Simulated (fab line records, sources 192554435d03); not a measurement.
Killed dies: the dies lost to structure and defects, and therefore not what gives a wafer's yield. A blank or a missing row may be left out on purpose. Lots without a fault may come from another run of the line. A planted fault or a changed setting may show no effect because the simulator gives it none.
Lot-split experiment -- flow n5Finfet -- 21 wafers read from 7 lots, route of 1938 steps

== ABOUT THE SPLIT ==
At N5_BEOL_M3_COAT_05 (resist thk 30 nm), the setting spinRpm was moved away from the recipe's 1500 rpm on 12 of the 21 wafers read, by -10.3% to +9.3%. This setting was run at the recipe's value on the other wafers.

== FROM THE SPLIT TO THE READING: what the file shows between them, 4 steps ==
- N5_BEOL_M3_EXPOSE_08: exposes mask M3 (also split here: doseMj)
- N5_BEOL_M3_PEB_09: peb time 60 s
- N5_BEOL_M3_DEVELOP_10: develop time 30 s
- N5_BEOL_M3_CD_MEAS_11: target cd 17.05 nm

== THE READING ==
CAR-EUV_of_BEOL_M3_COAT_05.thkNm (the simulator's own value, which no gauge read), in nm, at N5_BEOL_M3_DESCUM_16 (chemistry O2, time 7 s). The file gives no usual value for it. The 9 wafers here that ran the recipe average 26.1 nm, standard deviation 0.17 nm.

wafer,"tool, chamber at the split","spinRpm as run, rpm",against the recipe,"CAR-EUV_of_BEOL_M3_COAT_05.thkNm, nm",against lot-mates on the recipe
L074.2,"lithoTrack-05, 0",1599,+6.6%,25.2,no lot-mate on the recipe
L074.5,"lithoTrack-05, 0",1599,+6.6%,25.2,no lot-mate on the recipe
L074.4,"lithoTrack-05, 0",1599,+6.6%,25,no lot-mate on the recipe
L079.1,"lithoTrack-05, 0",1640,+9.3%,24.8,no lot-mate on the recipe
L079.2,"lithoTrack-05, 0",1640,+9.3%,24.8,no lot-mate on the recipe
L079.5,"lithoTrack-05, 0",1640,+9.3%,24.8,no lot-mate on the recipe
L084.4,"lithoTrack-03, 0",1500,recipe,26,-
L084.5,"lithoTrack-03, 0",1500,recipe,26,-
L084.6,"lithoTrack-03, 0",1500,recipe,25.8,-
L086.4,"lithoTrack-02, 0",1417,-5.5%,27,+0.8
L086.5,"lithoTrack-02, 0",1417,-5.5%,27,+0.8
L086.6,"lithoTrack-02, 0",1500,recipe,26.2,-
L089.3,"lithoTrack-03, 0",1500,recipe,26,-
L089.4,"lithoTrack-03, 0",1346,-10.3%,27.6,+1.6
L089.6,"lithoTrack-03, 0",1346,-10.3%,27.6,+1.6
L093.1,"lithoTrack-03, 0",1500,recipe,26.2,-
L093.4,"lithoTrack-03, 0",1500,recipe,26.2,-
L093.5,"lithoTrack-03, 0",1500,recipe,26.4,-
L096.1,"lithoTrack-05, 0",1416,-5.6%,27.2,+1.0
L096.2,"lithoTrack-05, 0",1416,-5.6%,27.2,+1.0
L096.6,"lithoTrack-05, 0",1500,recipe,26.2,-

THE FIT
A straight line over all 21 wafers: CAR-EUV_of_BEOL_M3_COAT_05.thkNm changes by -0.15 nm for each +1% of spinRpm; r = -0.99; the points scatter about the line by 0.15 nm.
The same after taking each lot's own level away (the mean of its wafers on the recipe; 15 wafers): -0.158 nm for each +1%; r = -0.99; scatter 0.084 nm.
The reading moves by 1.6 nm for the largest change in spinRpm, on that fit.
The span of the lots' own levels, 25.93 to 26.27 nm, comes to 2.0 times the standard deviation stated above.
The two slopes agree, so the slope changes little with the lot-to-lot level.
Check: with one of the wafers moved furthest among these (-10.3%) left out of the fit, the line predicts +1.63 nm for it against its lot-mates. Against them it came out at +1.6 nm.

== OTHER SPLITS ON THESE WAFERS ==
Note: prior to the reading, these wafers also went through further splits. Each is held against what the fit with the lots' levels taken away leaves over:
other split on the same wafers,wafers away from the commonest value,r with CAR-EUV_of_BEOL_M3_COAT_05.thkNm (lot level and that fit taken away)
N5_BEOL_M0_SAQP_DEVELOP_13 developTimeS,10,+0.16
N5_BEOL_M1_TRENCH_ETCH_37 biasW,5,+0.58
N5_BEOL_M3_EXPOSE_08 doseMj,7,-0.58

== THE WHOLE CHAIN: every reading that the file lists as answering this split, in the file's order ==
step,what it does,reading,change (the file's fit),r (the file's)
N5_BEOL_M3_COAT_05,resist thk 30 nm,"CAR-EUV_of_BEOL_M3_COAT_05.thkNm (the simulator's own value, which no gauge read)",-0.152 nm for each +1% of the setting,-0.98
N5_BEOL_M3_DEVELOP_10,develop time 30 s,"CAR-EUV_of_BEOL_M3_COAT_05.thkNm (the simulator's own value, which no gauge read)",-0.167 nm for each +1% of the setting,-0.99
N5_BEOL_M3_DESCUM_16,"chemistry O2, time 7 s","CAR-EUV_of_BEOL_M3_COAT_05.thkNm (the simulator's own value, which no gauge read)",-0.158 nm for each +1% of the setting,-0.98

== FILE'S OWN FIT ==
CAR-EUV_of_BEOL_M3_COAT_05.thkNm changes by -0.158 nm for each +1% of spinRpm, r = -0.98.
